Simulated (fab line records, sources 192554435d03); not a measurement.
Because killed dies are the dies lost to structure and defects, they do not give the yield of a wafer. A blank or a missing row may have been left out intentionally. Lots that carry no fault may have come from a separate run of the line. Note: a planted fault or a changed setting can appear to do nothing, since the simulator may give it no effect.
Comparing a struck lot with a sound one :: flow n5-finfet :: 23 steps out of a route of 1938
Sound: wafers L198.1, L198.3, L198.4. Wafers L216.1, L216.4, L216.6 were the ones struck. Last of all comes the cause.
Order at every step that has rows: each side's tool, ch and its chambers, its first start. Under that, the readings that differ: sound wafers :: struck wafers :: difference of the means :: sigmas: that difference in standard deviations of wafers without a fault.
alike: a reading whose means differ by less than 2 such deviations, as well as words and numbers matching on both sides. not compared: withheld readings; readings where some wafer has no value; bounds like >300 that might hide an equal value; numbers whose values overlap and for which the record gives no deviation.
Wherever a step has rows on one side only, a row that says differs or no value, or a row with sigmas, the two part there. When numbers do not overlap yet have no deviation, they are printed without sigmas and do not part them. A reading missing from all wafers of one side parts the sides only when that side holds two or more wafers.

N5_BEOL_M7_ETCH_62: etches SOC in N2/H2, target depth 110 nm, overetch 22 nm, time 165 s.
  sound on rie-diel-01 ch 1,2,3, day 8 16:41; struck on rie-diel-03 ch 1,2, day 13 07:08
  alike: drypump-motor-current-A, oes-product-au, rf-fwd-power-W, rf-vpp-V, showerhead-plenum-p-Torr, throttle-valve-pct
  not compared: rf-hours-counter-h
then, 1 step without rows for these wafers: N5_BEOL_M7_STRIP_68 (strips in N2/H2).
N5_BEOL_M7_STRIP_67: strips in CF4.
  sound on rie-diel-01 ch 1,2,3, day 8 16:50; struck on rie-diel-03 ch 1,2, day 13 07:16
  alike: cf4-flow-sccm, drypump-motor-current-A, oes-product-au, rf-vpp-V, showerhead-plenum-p-Torr, throttle-valve-pct
  not compared: rf-hours-counter-h
N5_BEOL_M7_HM_OPEN_17: chemistry Cl2/BCl3, target TiN, target depth 20 nm, overetch 6 nm.
  sound on rie-metal-03 ch 0,1, day 8 16:53; struck on rie-metal-03 ch 0,1, day 13 07:19
  alike: drypump-motor-current-A, oes-product-au, rf-fwd-power-W, throttle-valve-pct
  not compared: rf-hours-counter-h
N5_BEOL_M7_STRIP_19: strips in O2.
  sound on rie-diel-05 ch 0,1,2, day 8 16:59; struck on rie-diel-05 ch 1,2, day 13 07:28
  alike: drypump-motor-current-A, oes-product-au, rf-vpp-V, showerhead-plenum-p-Torr, throttle-valve-pct
  not compared: rf-hours-counter-h
N5_BEOL_M7_CD_MEAS_18: pitch 80 nm, target cd 40 nm.
  struck on cd-sem-01, day 13 07:32; sound on cd-sem-01, day 8 17:04
  alike: cd-nm
then, 6 steps without rows for these wafers: N5_BEOL_M7_COAT_63 (time 60 s, resist thk 60 nm); N5_BEOL_M7_COAT_64 (time 60 s, resist thk 12 nm); N5_BEOL_M7_COAT_71 (time 60 s, resist thk 5 nm); N5_BEOL_M7_COAT_22 (resist thk 30 nm); N5_BEOL_M7_EBR_24; N5_BEOL_M7_SOFTBAKE_23 (time 60 s).
N5_BEOL_M7_EXPOSE_25: exposes mask V6, target cd 40 nm.
  sound on euv-scanner-02 ch 0, day 8 17:50; struck on euv-scanner-01 ch 0, day 13 07:54
reading: exposure-dose-mJ-cm2
sound: 42.42 42.42 42.45
struck: 46.05 46.03 46.01
difference: +3.60
sigmas: +95
  alike: mask
then, 2 steps without rows for these wafers: N5_BEOL_M7_PEB_26 (peb time 60 s); N5_BEOL_M7_DEVELOP_27 (develop time 30 s).
N5_BEOL_M7_CD_MEAS_28 targets a cd of 40 nm.
  sound on cd-sem-02 ch 0, day 8 17:58; struck on cd-sem-01 ch 0, day 13 08:02
reading: cd-nm (nm)
sound: 39.87 40.32 40.26
struck: 39.92 33.35 39.59
difference: -2.53
sigmas: -10
N5_BEOL_M7_OVL_MEAS_29:
  sound on overlay-01 ch 0, day 8 18:00; struck on overlay-02 ch 0, day 13 08:04
  alike: V6_OVL
N5_BEOL_M7_INSPECT_30: inspects for defects (brightfield).
  struck on defect-inspect-02, day 13 08:07; sound on defect-inspect-01, day 8 18:03
  alike: raw-defect-count
N5_BEOL_M7_DESCUM_33: chemistry O2, time 7 s.
  sound on rie-diel-03 ch 1,2, day 8 18:05; struck on rie-diel-05 ch 1,2,3, day 13 08:18
  alike: drypump-motor-current-A, oes-product-au, rf-fwd-power-W, rf-vpp-V, showerhead-plenum-p-Torr, throttle-valve-pct
  not compared: rf-hours-counter-h, model.BEOL_M7.cd-nm
then, 1 step without rows for these wafers: N5_BEOL_M7_ETCH_72 (etches underlayer in N2/H2, target depth 6.5 nm, time 5.2 s).
N5_BEOL_M7_ETCH_65: etches SiARC in CF4, target depth 15.6 nm, time 26 s.
  sound on rie-diel-03 ch 1,2, day 8 18:08; struck on rie-diel-05 ch 1,2,3, day 13 08:22
  alike: cf4-flow-sccm, drypump-motor-current-A, etch-rf-on-time-s, oes-product-au, rf-fwd-power-W, rf-vpp-V, showerhead-plenum-p-Torr, throttle-valve-pct
  not compared: rf-hours-counter-h, model.BEOL_M7.cd-nm
N5_BEOL_M7_ETCH_66: etches SOC in N2/H2, target depth 80 nm, overetch 16 nm, time 120 s.
  sound on rie-diel-03 ch 1,2, day 8 18:10; struck on rie-diel-05 ch 1,2,3, day 13 08:23
reading: rf-fwd-power-W (W)
sound: 836.1 832.8 832.0
struck: 838.0 840.3 840.7
difference: +6.0
sigmas: +2
  alike: drypump-motor-current-A, oes-product-au, rf-vpp-V, showerhead-plenum-p-Torr, throttle-valve-pct
  not compared: rf-hours-counter-h
-- a jump in the record: the struck wafers' starts before and after are 3 days apart (it breaks off in module BEOL_M7 and resumes in module PASSIVATION, where the first step shown is number 1936 of the route) --
N5_PASSIVATION_PROBE_49:
  rows exist in the record for the struck wafers here (prober-01, day 15 23:47), but not for the sound ones

WHERE THEY PART
At N5_BEOL_M7_EXPOSE_25 first; at N5_PASSIVATION_PROBE_49 last (within this record only).

WHY: the cause the simulator had injected
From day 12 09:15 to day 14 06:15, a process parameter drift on euv-scanner-01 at N5_BEOL_M7_EXPOSE_25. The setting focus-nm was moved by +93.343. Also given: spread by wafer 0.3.
